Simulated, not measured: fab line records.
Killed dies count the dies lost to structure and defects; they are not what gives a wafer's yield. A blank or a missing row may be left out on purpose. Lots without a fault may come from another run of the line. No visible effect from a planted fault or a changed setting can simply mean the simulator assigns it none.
Chamber matching + flow n5-finfet + N5_BEOL_M12_ETCH_68 on rie-diel-04: 4 sister chambers
The step etches SOC in N2/H2, time 285 s. 4 wafers are shown with their chamber, then 10 later ones without.

## EACH WAFER AND ITS CHAMBER
| wafer  | chamber | showerhead-plenum-p-Torr (Torr) |
|--------|---------|---------------------------------|
| L081.2 | 1       | 2.61                            |
| L082.4 | 0       | 2.44                            |
| L089.1 | 2       | 2.50                            |
| L089.3 | 3       | 2.44                            |

## WAFERS WHOSE CHAMBER IS MISSING
| wafer  | showerhead-plenum-p-Torr (Torr) |
|--------|---------------------------------|
| L089.6 | 2.44                            |
| L091.3 | 2.50                            |
| L091.4 | 2.43                            |
| L091.6 | 2.60                            |
| L092.2 | 2.50                            |
| L092.3 | 2.44                            |
| L092.5 | 2.50                            |
| L095.1 | 2.50                            |
| L095.2 | 2.60                            |
| L095.3 | 2.43                            |

## CHAMBER TAKEN BY EACH
| wafer  | from the rows above     | in truth |
|--------|-------------------------|----------|
| L089.6 | can't be placed: 0 or 3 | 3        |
| L091.3 | 2                       | 2        |
| L091.4 | can't be placed: 0 or 3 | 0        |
| L091.6 | 1                       | 1        |
| L092.2 | 2                       | 2        |
| L092.3 | can't be placed: 0 or 3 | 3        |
| L092.5 | 2                       | 2        |
| L095.1 | 2                       | 2        |
| L095.2 | 1                       | 1        |
| L095.3 | can't be placed: 0 or 3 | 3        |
6 of 10 placed correctly. From these rows, 4 cannot be placed; in 4 the true chamber is one of the candidates. Wrongly placed: 0.
How it was worked out, from the rows above alone: a wafer's distance from a chamber is the root of the sum, over the readings, of the square of ((its reading less the chamber's mean) divided by the reading's scatter). The wafer belongs to the nearest chamber; if the next one is less than 2 further off, it can't be placed. For every chamber, the mean is computed from those of its wafers that are shown. The scatter (one wafer shown for each chamber): square how far every hidden wafer sits from the nearest shown wafer, average those squares and take the square root.
